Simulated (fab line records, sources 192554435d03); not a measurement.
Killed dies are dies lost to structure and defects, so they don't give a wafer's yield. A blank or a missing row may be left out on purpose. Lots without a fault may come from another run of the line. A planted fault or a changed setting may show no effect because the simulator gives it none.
A struck lot beside a sound one | flow n5_finfet | 41 steps out of a route of 1938
Sound: wafers L511.1, L511.5, L511.6. Struck: wafers L501.1, L501.5, L501.6. The cause comes at the end.
At each step with rows: each side's tool, then ch and its chambers, then its first start. Under that, the readings that differ: sound wafers | struck wafers | difference of the means | sigmas: that difference in standard deviations of wafers without a fault.
alike: readings whose means differ by less than 2 such deviations, and words and numbers that are the same on both sides. not compared: withheld readings, readings that some wafer has no value for, bounds like >300 that may hide the same value, and numbers for which the record gives no deviation and whose values overlap.
The two part at a step that has a row with sigmas, a row that says differs or no value, or rows on one side only. Numbers that don't overlap but have no deviation are shown without sigmas and don't part them. A reading that every wafer of one side lacks parts them only if that side has two wafers or more.

first, 2 steps without rows for these wafers: N5_BEOL_M2_PRECLEAN_42 (cleans in residue remover, time 60 s); N5_BEOL_M2_SRD_43 (time 30 s).
N5_BEOL_M2_CD_MEAS_35: target cd 18 nm, target cd y 22.2 nm.
  sound on cd_sem-01, day 10 18:26; struck on cd_sem-01, day 8 08:15
  alike: cd_nm
then, 3 steps without rows for these wafers: N5_BEOL_M2_DEGAS_44 (time 60 s); N5_BEOL_M2_PRE_CLEAN_45 (time 30 s); N5_BEOL_M2_ALD_84 (deposits TaN, pulse time 2 s, purge time 3 s, co reactant purge time 2 s).
N5_BEOL_M2_SURFACE_TREAT_85:
  sound on pvd_sputter-03, day 10 19:22; struck on pvd_sputter-01, day 8 08:39
  not compared: throttle_valve_pct
then, 1 step without rows for these wafers: N5_BEOL_M2_CVD_47 (deposits Co from CCTBA/H2, target thk 3 nm, time 223.8 s).
N5_BEOL_M2_SPUTTER_48: material Cu, target thk 4.5 nm, time 8.29 s.
  sound on pvd_sputter-01, day 10 19:35; struck on pvd_sputter-02, day 8 08:56
  alike: throttle_valve_pct
then, 3 steps without rows for these wafers: N5_BEOL_M2_ANNEAL_49 (time 240 s); N5_BEOL_M2_SPUTTER_79 (material Cu, target thk 4.5 nm, time 8.29 s); N5_BEOL_M2_ANNEAL_80 (time 240 s).
N5_BEOL_M2_SPUTTER_81: material Cu, target thk 4.5 nm, time 8.29 s.
  sound on pvd_sputter-01, day 10 20:01; struck on pvd_sputter-02, day 8 09:23
  alike: throttle_valve_pct
N5_BEOL_M2_ANNEAL_82: time 240 s.
  sound on pvd_sputter-01, day 10 20:06; struck on pvd_sputter-02, day 8 09:28
  alike: heater_power_w
then, 7 steps without rows for these wafers: N5_BEOL_M2_SPUTTER_86 (material Cu, target thk 4.5 nm, time 8.29 s); N5_BEOL_M2_ANNEAL_87 (time 240 s); N5_BEOL_M2_SPUTTER_88 (material Cu, target thk 4.5 nm, time 8.29 s); N5_BEOL_M2_ANNEAL_89 (time 240 s); N5_BEOL_M2_SPUTTER_90 (material Cu, target thk 4.5 nm, time 8.29 s); N5_BEOL_M2_ANNEAL_91 (time 240 s); N5_BEOL_M2_SPUTTER_92 (material Cu, target thk 4.5 nm, time 8.29 s).
N5_BEOL_M2_ANNEAL_93: time 240 s.
  sound on pvd_sputter-01, day 10 20:59; struck on pvd_sputter-02, day 8 10:20
  alike: heater_power_w
then, 9 steps without rows for these wafers: N5_BEOL_M2_SPUTTER_94 (material Cu, target thk 4.5 nm, time 8.29 s); N5_BEOL_M2_ANNEAL_95 (time 240 s); N5_BEOL_M2_SPUTTER_96 (material Cu, target thk 4.5 nm, time 8.29 s); N5_BEOL_M2_ECD_50 (material Cu, target thk 300 nm); N5_BEOL_M2_ANNEAL_51 (time 90 s); N5_BEOL_M2_CMP_52 (polishes, stops on SiOC, t overpolish 6.8 s, target thk 40 nm); N5_BEOL_M2_PRE_CLEAN_60 (time 15 s); N5_BEOL_M2_CO_CAP_55 (material Co, precursor CCTBA/H2, target thk 2 nm, time 102.1 s); N5_BEOL_M2_PRE_CLEAN_56 (time 15 s).
N5_BEOL_M2_DEP_57: deposits SiCN from 3MS/NH3, target thk 8 nm, time 14 s.
  sound on pecvd-01 ch 0,1, day 10 22:19; struck on pecvd-03 ch 0,1,2, day 8 11:59
  alike: rf_fwd_power_W, showerhead_plenum_p_Torr, throttle_valve_pct
N5_BEOL_M2_RS_MEAS_58: measures by four-point-probe.
  sound on film_metro-01, day 10 22:23; struck on film_metro-02, day 8 12:03
  alike: M2_RS
then, 1 step without rows for these wafers: N5_BEOL_M3_ILD_DEP_00 (deposits SiOC from DEMS/O2, target thk 79 nm, time 15.3 s).
N5_BEOL_M3_THK_MEAS_01:
  sound on film_metro-02, day 10 22:31; struck on film_metro-01, day 8 12:11
  alike: M3_ILD_THK
then, 5 steps without rows for these wafers: N5_BEOL_M3_PECVD_72 (deposits SiO2 from TEOS/O2, target thk 16 nm, time 18 s); N5_BEOL_M3_HM_DEP_02 (deposits TiN, target thk 20 nm); N5_BEOL_M3_COAT_61 (time 60 s, resist thk 60 nm); N5_BEOL_M3_COAT_62 (time 60 s, resist thk 12 nm); N5_BEOL_M3_COAT_73 (time 60 s, resist thk 5 nm).
-- the record jumps here: 5 days lie between the struck wafers' starts before and after (it left off in module BEOL_M3 and takes up again in module PASSIVATION, whose first step shown is number 1936 of the route) --
N5_PASSIVATION_PROBE_49:
  the record has rows for the struck wafers here (prober-01, day 13 19:35) and none for the sound ones

WHERE THEY PART
Only at N5_PASSIVATION_PROBE_49, within this record.

WHY: what the simulator had put in
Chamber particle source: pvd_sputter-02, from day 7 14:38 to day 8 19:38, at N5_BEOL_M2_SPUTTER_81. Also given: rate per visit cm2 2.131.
